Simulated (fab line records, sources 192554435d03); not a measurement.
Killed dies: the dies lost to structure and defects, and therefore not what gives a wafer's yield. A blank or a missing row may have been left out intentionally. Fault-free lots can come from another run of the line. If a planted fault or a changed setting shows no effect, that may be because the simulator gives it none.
Which tool was responsible? + flow n5 finfet + 72 wafers from 24 lots sampled at 5 of the route's 1938 steps

## WHAT THE GAUGES SHOWED, per wafer
N5_BEOL_M7_THK_MEAS_53: measures by xrf.
| lot  | measured     | on            | M7_THK (nm)    |
|------|--------------|---------------|----------------|
| L074 | day 9 00:17  | film metro-02 | 80.2 80.2 79.0 |
| L075 | day 9 14:40  | film metro-02 | 78.0 78.4 78.2 |
| L076 | day 9 17:11  | film metro-01 | 79.1 79.3 79.4 |
| L077 | day 10 00:28 | film metro-01 | 77.5 78.4 77.3 |
| L078 | day 10 01:13 | film metro-02 | 78.9 80.1 80.3 |
| L079 | day 10 08:26 | film metro-02 | 76.1 79.7 77.3 |
| L080 | day 10 13:28 | film metro-02 | 77.7 77.8 75.3 |
| L082 | day 10 23:58 | film metro-01 | 78.0 78.4 79.4 |
| L081 | day 11 01:37 | film metro-01 | 78.9 78.2 77.5 |
| L083 | day 11 01:53 | film metro-02 | 79.4 81.1 77.4 |
| L084 | day 11 07:32 | film metro-02 | 80.6 82.5 81.3 |
| L085 | day 11 21:58 | film metro-01 | 78.5 77.8 76.1 |
| L088 | day 12 05:08 | film metro-02 | 77.4 77.3 76.1 |
| L086 | day 12 05:22 | film metro-01 | 77.0 78.2 80.0 |
| L087 | day 12 06:53 | film metro-02 | 74.7 76.1 73.4 |
| L089 | day 13 04:28 | film metro-01 | 74.6 78.7 77.4 |
| L090 | day 13 11:11 | film metro-02 | 77.5 76.7 75.3 |
| L091 | day 13 12:43 | film metro-02 | 76.5 79.3 78.7 |
| L093 | day 13 16:44 | film metro-02 | 76.6 76.9 73.3 |
| L092 | day 13 18:13 | film metro-01 | 79.3 77.3 79.5 |
| L094 | day 14 04:18 | film metro-01 | 78.2 78.2 78.4 |
| L095 | day 14 05:02 | film metro-02 | 79.5 78.5 76.7 |
| L097 | day 14 19:37 | film metro-02 | 76.4 75.9 75.7 |
| L096 | day 15 01:01 | film metro-02 | 73.9 76.4 77.7 |

## WHAT TOOL EACH LOT RAN ON (gives the tool, then ch and the chambers of the sampled wafers, and finally the start)
| lot  | N5_BEOL_M7_DESCUM_33               | N5_BEOL_M7_TRENCH_ETCH_37                     | N5_BEOL_M7_CURE_75            | N5_BEOL_M7_SPUTTER_48        |
|------|------------------------------------|-----------------------------------------------|-------------------------------|------------------------------|
| L074 | rie diel-06 ch 0,3, day 8 20:40    | rie diel-06 ch 0,3, day 8 21:18 or earlier    | uv cure-01 ch 1, day 8 21:18  | pvd sputter-01, day 8 23:28  |
| L075 | rie diel-05 ch 0,2,3, day 9 10:58  | rie diel-05 ch 0,2,3, day 9 11:35 or earlier  | uv cure-03 ch 2, day 9 11:35  | pvd sputter-03, day 9 13:25  |
| L076 | rie diel-03 ch 0,2,3, day 9 12:26  | rie diel-03 ch 0,2,3, day 9 13:29 or earlier  | uv cure-02 ch 1, day 9 13:29  | pvd sputter-01, day 9 16:23  |
| L077 | rie diel-06 ch 0,2,3, day 9 21:06  | rie diel-06 ch 0,2,3, day 9 21:52 or earlier  | uv cure-03 ch 1, day 9 21:52  | pvd sputter-01, day 9 23:30  |
| L078 | rie diel-06 ch 0,1, day 9 22:41    | rie diel-06 ch 0,1, day 9 23:19 or earlier    | uv cure-02 ch 2, day 9 23:19  | pvd sputter-03, day 10 00:25 |
| L079 | rie diel-05 ch 0,1,3, day 10 05:36 | rie diel-05 ch 0,1,3, day 10 06:21 or earlier | uv cure-03 ch 1, day 10 06:21 | pvd sputter-03, day 10 07:37 |
| L080 | rie diel-03 ch 0,1,2, day 10 10:11 | rie diel-03 ch 0,1,2, day 10 10:48 or earlier | uv cure-03 ch 0, day 10 10:48 | pvd sputter-01, day 10 12:27 |
| L082 | rie diel-05 ch 0,3, day 10 20:02   | rie diel-05 ch 0,3, day 10 20:43 or earlier   | uv cure-01 ch 0, day 10 20:43 | pvd sputter-03, day 10 23:02 |
| L081 | rie diel-03 ch 0,2, day 10 22:43   | rie diel-03 ch 0,2, day 10 23:23 or earlier   | uv cure-03 ch 1, day 10 23:23 | pvd sputter-01, day 11 00:49 |
| L083 | rie diel-06 ch 0,2,3, day 10 22:53 | rie diel-06 ch 0,2,3, day 10 23:31 or earlier | uv cure-01 ch 0, day 10 23:31 | pvd sputter-01, day 11 00:53 |
| L084 | rie diel-06 ch 0,1,3, day 11 03:58 | rie diel-06 ch 0,1,3, day 11 04:36 or earlier | uv cure-01 ch 0, day 11 04:36 | pvd sputter-01, day 11 06:44 |
| L085 | rie diel-06 ch 0,1,3, day 11 18:59 | rie diel-06 ch 0,1,3, day 11 19:38 or earlier | uv cure-03 ch 2, day 11 19:38 | pvd sputter-03, day 11 21:01 |
| L088 | rie diel-03 ch 0,2,3, day 12 02:04 | rie diel-03 ch 0,2,3, day 12 02:41 or earlier | uv cure-02 ch 1, day 12 02:41 | pvd sputter-01, day 12 03:57 |
| L086 | rie diel-05 ch 0,1,2, day 12 02:07 | rie diel-05 ch 0,1,2, day 12 02:44 or earlier | uv cure-01 ch 1, day 12 02:44 | pvd sputter-03, day 12 04:05 |
| L087 | rie diel-03 ch 1,2, day 12 03:59   | rie diel-03 ch 1,2, day 12 04:43 or earlier   | uv cure-03 ch 1, day 12 04:43 | pvd sputter-02, day 12 06:05 |
| L089 | rie diel-06 ch 1,2, day 13 01:54   | rie diel-06 ch 1,2, day 13 02:32 or earlier   | uv cure-01 ch 1, day 13 02:32 | pvd sputter-03, day 13 03:37 |
| L090 | rie diel-03 ch 0,2,3, day 13 07:34 | rie diel-03 ch 0,2,3, day 13 08:11 or earlier | uv cure-03 ch 0, day 13 08:11 | pvd sputter-03, day 13 10:22 |
| L091 | rie diel-03 ch 0,2, day 13 09:34   | rie diel-03 ch 0,2, day 13 10:17 or earlier   | uv cure-03 ch 2, day 13 10:17 | pvd sputter-02, day 13 11:55 |
| L093 | rie diel-03 ch 1,2,3, day 13 13:38 | rie diel-03 ch 1,2,3, day 13 14:15 or earlier | uv cure-02 ch 1, day 13 14:15 | pvd sputter-01, day 13 15:53 |
| L092 | rie diel-06 ch 1,2, day 13 14:03   | rie diel-06 ch 1,2, day 13 14:40 or earlier   | uv cure-03 ch 2, day 13 14:40 | pvd sputter-02, day 13 17:25 |
| L094 | rie diel-05 ch 0,1,2, day 14 01:48 | rie diel-05 ch 0,1,2, day 14 02:25 or earlier | uv cure-03 ch 1, day 14 02:25 | pvd sputter-02, day 14 03:30 |
| L095 | rie diel-06 ch 1,2,3, day 14 01:50 | rie diel-06 ch 1,2,3, day 14 02:31 or earlier | uv cure-02 ch 1, day 14 02:31 | pvd sputter-03, day 14 04:14 |
| L097 | rie diel-03 ch 0,1,3, day 14 16:28 | rie diel-03 ch 0,1,3, day 14 17:23 or earlier | uv cure-03 ch 2, day 14 17:23 | pvd sputter-02, day 14 18:39 |
| L096 | rie diel-03 ch 1,3, day 14 20:35   | rie diel-03 ch 1,3, day 14 21:12 or earlier   | uv cure-02 ch 1, day 14 21:12 | pvd sputter-03, day 15 00:08 |
- N5_BEOL_M7_DESCUM_33: chemistry O2, time 7 s.
- N5_BEOL_M7_TRENCH_ETCH_37: etches SiCOH lowk in C4F6/O2, target depth 93.478 nm, time 31.2 s.
- N5_BEOL_M7_CURE_75: cures SiCOH lowk, time 120 s.
- N5_BEOL_M7_SPUTTER_48: material Cu, target thk 10 nm, time 1.667 s.

## WHAT THE TOOLS THEMSELVES READ (means of the sampled wafers that have a number; where no wafer has one, the mark that the record gives instead)
N5_BEOL_M7_DESCUM_33.
| lot  | tool        | drypump motor current A (A) | oes product au (a.u.) | rf vpp V (V) | showerhead plenum p Torr (Torr) | throttle valve pct (%) |
|------|-------------|-----------------------------|-----------------------|--------------|---------------------------------|------------------------|
| L074 | rie diel-06 | 5.9                         | 0.80                  | 241.7        | 2.05                            | 20.50                  |
| L075 | rie diel-05 | 5.6                         | 0.73                  | 243.0        | 2.11                            | 20.43                  |
| L076 | rie diel-03 | 5.1                         | 0.83                  | 243.3        | 2.11                            | 20.21                  |
| L077 | rie diel-06 | 6.0                         | 0.79                  | 242.0        | 2.05                            | 20.54                  |
| L078 | rie diel-06 | 5.4                         | 0.82                  | 243.1        | 2.08                            | 20.55                  |
| L079 | rie diel-05 | 5.4                         | 0.81                  | 244.3        | 2.16                            | 20.33                  |
| L080 | rie diel-03 | 5.1                         | 0.77                  | 244.5        | 2.12                            | 20.26                  |
| L082 | rie diel-05 | 5.4                         | 0.74                  | 244.2        | 2.14                            | 20.35                  |
| L081 | rie diel-03 | 5.0                         | 0.84                  | 243.3        | 2.09                            | 20.09                  |
| L083 | rie diel-06 | 6.0                         | 0.78                  | 242.2        | 2.04                            | 20.57                  |
| L084 | rie diel-06 | 5.9                         | 0.82                  | 243.6        | 2.08                            | 20.47                  |
| L085 | rie diel-06 | 5.9                         | 0.81                  | 241.6        | 2.08                            | 20.46                  |
| L088 | rie diel-03 | 5.1                         | 0.79                  | 243.4        | 2.10                            | 20.24                  |
| L086 | rie diel-05 | 5.6                         | 0.87                  | 243.8        | 2.11                            | 20.34                  |
| L087 | rie diel-03 | 4.9                         | 0.81                  | 243.1        | 2.08                            | 20.09                  |
| L089 | rie diel-06 | 5.6                         | 0.76                  | 242.7        | 2.04                            | 20.75                  |
| L090 | rie diel-03 | 5.1                         | 0.79                  | 244.0        | 2.10                            | 20.26                  |
| L091 | rie diel-03 | 5.0                         | 0.81                  | 243.1        | 2.08                            | 20.13                  |
| L093 | rie diel-03 | 5.0                         | 0.78                  | 243.7        | 2.10                            | 20.24                  |
| L092 | rie diel-06 | 5.5                         | 0.79                  | 243.5        | 2.07                            | 20.65                  |
| L094 | rie diel-05 | 5.6                         | 0.83                  | 243.5        | 2.11                            | 20.37                  |
| L095 | rie diel-06 | 5.9                         | 0.79                  | 242.2        | 2.07                            | 20.54                  |
| L097 | rie diel-03 | 5.2                         | 0.71                  | 243.5        | 2.13                            | 20.43                  |
| L096 | rie diel-03 | 5.1                         | 0.75                  | 243.5        | 2.11                            | 20.37                  |

N5_BEOL_M7_TRENCH_ETCH_37.
| lot  | tool        | drypump motor current A (A) | oes_f_703_au (a.u.) | oes product au (a.u.) | rf vpp V (V) | showerhead plenum p Torr (Torr) | throttle valve pct (%) |
|------|-------------|-----------------------------|---------------------|-----------------------|--------------|---------------------------------|------------------------|
| L074 | rie diel-06 | 5.9                         | 0.80                | 0.80                  | 660          | 2.80                            | 21.05                  |
| L075 | rie diel-05 | 5.6                         | 0.71                | 0.72                  | 662          | 2.87                            | 20.97                  |
| L076 | rie diel-03 | 5.1                         | 0.83                | 0.83                  | 666          | 2.87                            | 20.73                  |
| L077 | rie diel-06 | 6.0                         | 0.78                | 0.78                  | 664          | 2.80                            | 21.09                  |
| L078 | rie diel-06 | 5.4                         | 0.81                | 0.82                  | 667          | 2.84                            | 21.08                  |
| L079 | rie diel-05 | 5.4                         | 0.81                | 0.81                  | 666          | 2.94                            | 20.90                  |
| L080 | rie diel-03 | 5.1                         | 0.77                | 0.78                  | 668          | 2.89                            | 20.78                  |
| L082 | rie diel-05 | 5.4                         | 0.73                | 0.74                  | 662          | 2.92                            | 20.89                  |
| L081 | rie diel-03 | 5.0                         | 0.84                | 0.83                  | 669          | 2.84                            | 20.61                  |
| L083 | rie diel-06 | 6.0                         | 0.77                | 0.77                  | 665          | 2.79                            | 21.10                  |
| L084 | rie diel-06 | 5.9                         | 0.80                | 0.82                  | 667          | 2.84                            | 21.02                  |
| L085 | rie diel-06 | 5.9                         | 0.80                | 0.81                  | 666          | 2.84                            | 21.01                  |
| L088 | rie diel-03 | 5.1                         | 0.81                | 0.79                  | 664          | 2.86                            | 20.74                  |
| L086 | rie diel-05 | 5.6                         | 0.84                | 0.86                  | 665          | 2.89                            | 20.90                  |
| L087 | rie diel-03 | 4.9                         | 0.83                | 0.82                  | 663          | 2.84                            | 20.65                  |
| L089 | rie diel-06 | 5.6                         | 0.74                | 0.75                  | 670          | 2.78                            | 21.25                  |
| L090 | rie diel-03 | 5.1                         | 0.79                | 0.78                  | 665          | 2.86                            | 20.75                  |
| L091 | rie diel-03 | 5.0                         | 0.81                | 0.81                  | 668          | 2.84                            | 20.64                  |
| L093 | rie diel-03 | 5.0                         | 0.79                | 0.77                  | 659          | 2.86                            | 20.79                  |
| L092 | rie diel-06 | 5.5                         | 0.77                | 0.78                  | 671          | 2.83                            | 21.16                  |
| L094 | rie diel-05 | 5.6                         | 0.83                | 0.84                  | 665          | 2.88                            | 20.92                  |
| L095 | rie diel-06 | 5.9                         | 0.77                | 0.78                  | 671          | 2.83                            | 21.09                  |
| L097 | rie diel-03 | 5.2                         | 0.72                | 0.71                  | 664          | 2.90                            | 20.95                  |
| L096 | rie diel-03 | 5.1                         | 0.76                | 0.75                  | 657          | 2.88                            | 20.93                  |

N5_BEOL_M7_CURE_75.
| lot  | tool       | lamp power pct (%) | wafer_temp_C_max |
|------|------------|--------------------|------------------|
| L074 | uv cure-01 | 52.28              | 371.4            |
| L075 | uv cure-03 | 52.32              | 371.5            |
| L076 | uv cure-02 | 52.32              | 371.6            |
| L077 | uv cure-03 | 52.32              | 373.0            |
| L078 | uv cure-02 | 52.31              | 372.3            |
| L079 | uv cure-03 | 52.33              | 373.3            |
| L080 | uv cure-03 | 52.33              | 371.3            |
| L082 | uv cure-01 | 52.29              | 371.8            |
| L081 | uv cure-03 | 52.34              | 373.3            |
| L083 | uv cure-01 | 52.29              | 371.5            |
| L084 | uv cure-01 | 52.31              | 372.1            |
| L085 | uv cure-03 | 52.24              | 371.8            |
| L088 | uv cure-02 | 52.33              | 371.6            |
| L086 | uv cure-01 | 52.35              | 371.4            |
| L087 | uv cure-03 | 52.37              | 373.4            |
| L089 | uv cure-01 | 52.34              | 371.7            |
| L090 | uv cure-03 | 52.30              | 371.5            |
| L091 | uv cure-03 | 52.29              | 371.7            |
| L093 | uv cure-02 | 52.33              | 372.0            |
| L092 | uv cure-03 | 52.31              | 371.6            |
| L094 | uv cure-03 | 52.31              | 372.9            |
| L095 | uv cure-02 | 52.34              | 371.8            |
| L097 | uv cure-03 | 52.33              | 371.7            |
| L096 | uv cure-02 | 52.29              | 372.1            |

N5_BEOL_M7_SPUTTER_48.
| lot  | tool           | susceptor temp C (C) | throttle valve pct (%) |
|------|----------------|----------------------|------------------------|
| L074 | pvd sputter-01 | -20.02               | 31.1                   |
| L075 | pvd sputter-03 | -20.00               | 29.7                   |
| L076 | pvd sputter-01 | -20.05               | 28.7                   |
| L077 | pvd sputter-01 | -20.09               | 30.9                   |
| L078 | pvd sputter-03 | -20.07               | 29.4                   |
| L079 | pvd sputter-03 | -19.98               | 29.2                   |
| L080 | pvd sputter-01 | -19.92               | 29.8                   |
| L082 | pvd sputter-03 | -19.92               | 29.8                   |
| L081 | pvd sputter-01 | -20.08               | 29.5                   |
| L083 | pvd sputter-01 | -19.93               | 30.1                   |
| L084 | pvd sputter-01 | -19.98               | 29.8                   |
| L085 | pvd sputter-03 | -20.07               | 29.3                   |
| L088 | pvd sputter-01 | -20.01               | 29.6                   |
| L086 | pvd sputter-03 | -19.87               | 29.4                   |
| L087 | pvd sputter-02 | -19.99               | 29.7                   |
| L089 | pvd sputter-03 | -19.99               | 29.5                   |
| L090 | pvd sputter-03 | -20.06               | 29.4                   |
| L091 | pvd sputter-02 | -20.02               | 29.2                   |
| L093 | pvd sputter-01 | -19.98               | 30.5                   |
| L092 | pvd sputter-02 | -20.00               | 29.5                   |
| L094 | pvd sputter-02 | -20.03               | 29.5                   |
| L095 | pvd sputter-03 | -20.11               | 29.7                   |
| L097 | pvd sputter-02 | -20.09               | 29.5                   |
| L096 | pvd sputter-03 | -20.01               | 29.7                   |

## THE ANSWER, worked out from the rows above alone
Rule: the usual values come from the lots themselves. The widest of any qualifying gaps counts: lots, ordered by their means at a reading, are off when they make up no more than a third of the lots, leave a main group of 4 or more, and stand apart from it by 3 or more times the standard deviation of that group's means. A main group whose means are all the same, to the digits that the tables above print for the reading, isn't used. Also off: a lot with no number at a reading for which 4 or more lots have one. The other lots that the step has rows for count as sound. First the gauges in route order, then the tools' own readings, where a lot's mean is used as printed above. The first step at which some lot is off is used, and at that step the reading that is off furthest; a lot without a number counts as furthest.
Nothing can be told from this: no lot is off at any reading shown.

## WHAT WAS PUT IN BY THE SIMULATOR
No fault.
